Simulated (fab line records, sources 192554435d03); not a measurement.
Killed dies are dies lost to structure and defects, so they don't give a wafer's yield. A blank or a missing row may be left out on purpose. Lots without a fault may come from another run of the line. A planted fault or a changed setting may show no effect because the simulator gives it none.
Chamber matching | flow n5_finfet | N5_BEOL_M12_DEP_53 on pecvd-04: 3 sister chambers
The step deposits SiCN from 3MS/NH3, target thk 30 nm, time 10.5 s. 6 wafers are shown with their chamber, then 9 later ones without.

WAFERS WITH THEIR CHAMBER
wafer  | chamber | throttle_valve_pct (%) | showerhead_plenum_p_Torr (Torr)
L091.1 | 1       | 18.2                   | 4.125
L091.2 | 0       | 18.5                   | 4.148
L091.3 | 2       | 16.6                   | 4.158
L091.4 | 1       | 18.6                   | 4.139
L091.5 | 2       | 16.6                   | 4.155
L091.6 | 0       | 18.3                   | 4.168

WAFERS WITHOUT THEIR CHAMBER
wafer  | throttle_valve_pct (%) | showerhead_plenum_p_Torr (Torr)
L090.1 | 18.4                   | 4.161
L090.2 | 18.5                   | 4.143
L090.3 | 16.3                   | 4.159
L090.4 | 18.5                   | 4.168
L090.5 | 18.3                   | 4.139
L090.6 | 16.6                   | 4.151
L095.2 | 16.8                   | 4.161
L095.5 | 16.6                   | 4.152
L095.6 | 18.4                   | 4.123

WHICH CHAMBER EACH WENT THROUGH
wafer  | from the rows above     | in truth
L090.1 | 0                       | 0
L090.2 | can't be placed: 1 or 0 | 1
L090.3 | 2                       | 2
L090.4 | 0                       | 0
L090.5 | can't be placed: 1 or 0 | 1
L090.6 | 2                       | 2
L095.2 | 2                       | 2
L095.5 | 2                       | 2
L095.6 | 1                       | 1
Placed correctly: 7 of 9. Can't be placed from these rows: 2 (the true chamber is among the candidates in 2). Placed wrongly: 0.
How it was worked out, from the rows above alone: a wafer's distance from a chamber is the root of the sum, over the readings, of the square of ((its reading less the chamber's mean) divided by the reading's scatter). The wafer belongs to the nearest chamber; if the next one is less than 2 further off, it can't be placed. A chamber's mean is the mean of its shown wafers. The scatter: the root of (the sum of the squares of (reading less its chamber's mean) over the shown wafers, divided by (wafers less chambers)).
